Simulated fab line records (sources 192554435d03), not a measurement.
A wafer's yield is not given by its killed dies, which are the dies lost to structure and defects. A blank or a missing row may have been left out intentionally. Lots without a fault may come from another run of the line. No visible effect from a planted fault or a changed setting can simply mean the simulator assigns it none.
A lot that was struck, set against a sound lot || flow n5 finfet || 32 out of 1938 route steps
Sound: these wafers, L153.4, L153.5, L153.6. Struck: wafer L150.1 (L150.2, L150.3, from the same lot, were not struck and are left out); the cause is given at the end.
Per side, at each step with rows, come the tool, then ch with its chambers, and then its first start. Under that, the readings that differ: sound wafers || struck wafers || difference of the means || sigmas: that difference in standard deviations of wafers without a fault.
alike: same words and numbers on both sides, and readings whose means sit less than 2 such deviations apart. not compared: any withheld reading, any reading some wafer has no value for, any bound like >300 that may hide the same value, and any number with overlapping values for which the record gives no deviation.
The two part at a step that has a row with sigmas, a row that says differs or no value, or rows on one side only. When numbers do not overlap yet have no deviation, they are printed without sigmas and do not part them. A reading missing from all wafers of one side parts the sides only when that side holds two or more wafers.

first, 11 steps without rows for these wafers: N5_BEOL_M3_ANNEAL_89 (time 240 s); N5_BEOL_M3_SPUTTER_90 (material Cu, target thk 4.5 nm, time 8.29 s); N5_BEOL_M3_ANNEAL_91 (time 240 s); N5_BEOL_M3_SPUTTER_92 (material Cu, target thk 4.5 nm, time 8.29 s); N5_BEOL_M3_ANNEAL_93 (time 240 s); N5_BEOL_M3_SPUTTER_94 (material Cu, target thk 4.5 nm, time 8.29 s); N5_BEOL_M3_ANNEAL_95 (time 240 s); N5_BEOL_M3_SPUTTER_96 (material Cu, target thk 4.5 nm, time 8.29 s); N5_BEOL_M3_ECD_50 (material Cu, target thk 300 nm); N5_BEOL_M3_ANNEAL_51 (time 90 s); N5_BEOL_M3_CMP_52 (polishes, stops on SiOC, t overpolish 6.8 s, target thk 40 nm).
N5_BEOL_M3_PRE_CLEAN_60: time 15 s.
  sound on cvd co-01 ch 0,1,2, day 12 14:26; struck on cvd co-02 ch 1, day 11 03:19
  alike: heater power outer w, heater power w
then, 3 steps without rows for these wafers: N5_BEOL_M3_CO_CAP_55 (material Co, precursor CCTBA/H2, target thk 2 nm, time 102.1 s); N5_BEOL_M3_PRE_CLEAN_56 (time 15 s); N5_BEOL_M3_DEP_57 (deposits SiCN from 3MS/NH3, target thk 8 nm, time 14 s).
N5_BEOL_M3_INSPECT_59: inspects for defects (darkfield).
  sound: defect inspect-02 at day 12 14:41; struck: defect inspect-02 at day 11 03:36
{"reading": "raw defect count", "sound": "54 71 56", "struck": 870, "difference": "+810", "sigmas": "+39"}
then, 12 steps without rows for these wafers: N5_BEOL_M4_ILD_DEP_00 (deposits SiOC from DEMS/O2, target thk 79 nm, time 15.3 s); N5_BEOL_M4_PECVD_72 (deposits SiO2 from TEOS/O2, target thk 16 nm, time 18 s); N5_BEOL_M4_HM_DEP_02 (deposits TiN, target thk 20 nm); N5_BEOL_M4_COAT_61 (time 60 s, resist thk 60 nm); N5_BEOL_M4_COAT_62 (time 60 s, resist thk 12 nm); N5_BEOL_M4_COAT_73 (time 60 s, resist thk 5 nm); N5_BEOL_M4_COAT_05 (resist thk 30 nm); N5_BEOL_M4_EBR_07; N5_BEOL_M4_SOFTBAKE_06 (time 60 s); N5_BEOL_M4_EXPOSE_08 (exposes mask M4); N5_BEOL_M4_PEB_09 (peb time 60 s); N5_BEOL_M4_DEVELOP_10 (develop time 30 s).
N5_BEOL_M4_INSPECT_13: inspects for defects (brightfield).
  sound: defect inspect-02 at day 12 15:30; struck: defect inspect-02 at day 11 04:18
{"reading": "raw defect count", "sound": "264 325 299", "struck": 1219, "difference": "+923", "sigmas": "+10"}
then, 1 step without rows for these wafers: N5_BEOL_M4_DESCUM_16 (chemistry O2, time 7 s).
N5_BEOL_M4_RC_MEAS_101:
  sound on prober-02 ch 0, day 13 00:10; struck on prober-02 ch 0, day 11 21:58
{"reading": "IOFF_P (nA/um)", "sound": "0.15 0.14 0.22", "struck": 0.29, "difference": "+0.12", "sigmas": "+3"}
{"reading": "ION_P (uA/um)", "sound": "447 447 463", "struck": 481, "difference": "+29", "sigmas": "+3"}
{"reading": "VT_P (mV)", "sound": "-259 -258 -252", "struck": -243, "difference": "+13", "sigmas": "+4"}
  alike: DIBL_N, DIBL_P, IOFF_N, ION_N, SS_N, SS_P, VT_N
-- the record jumps here: 4 days lie between the struck wafers' starts before and after (it left off in module BEOL_M4 and takes up again in module PASSIVATION, whose first step shown is number 1936 of the route) --
N5_PASSIVATION_PROBE_49:
  sound: prober-01 at day 17 09:50; struck: prober-02 at day 16 00:30
{"reading": "defect limited yield (%)", "sound": "90.3 90.4 90.6", "struck": 86.7, "difference": -3.7, "sigmas": -3}
{"reading": "killed_at_M0_to_M3", "sound": "48 39 40", "struck": 89, "difference": "+47", "sigmas": "+5"}
{"reading": "killed dies", "sound": "114 113 111", "struck": 157, "difference": "+44", "sigmas": "+3"}
{"reading": "killed on rim", "sound": "16 9 13", "struck": 27, "difference": "+14", "sigmas": "+4"}
{"reading": "sort_bin_5_function (%)", "sound": "5.8 5.5 5.9", "struck": 7.9, "difference": "+2.2", "sigmas": "+2"}
{"reading": "sort n pass", "sound": "1066 1067 1069", "struck": 1023, "difference": -44, "sigmas": -3}
{"reading": "sort yield pct (%)", "sound": "90.3 90.4 90.6", "struck": 86.7, "difference": -3.7, "sigmas": -3}
  alike: killed_at_M4_up, killed at contacts, killed at front end, killed at other, killed open, killed short, sort_bin_6_memory, sort_bin_8_speed

WHERE THEY PART
Last at N5_PASSIVATION_PROBE_49 as far as this record goes, first at N5_BEOL_M3_INSPECT_59.

WHY: the cause the simulator had injected
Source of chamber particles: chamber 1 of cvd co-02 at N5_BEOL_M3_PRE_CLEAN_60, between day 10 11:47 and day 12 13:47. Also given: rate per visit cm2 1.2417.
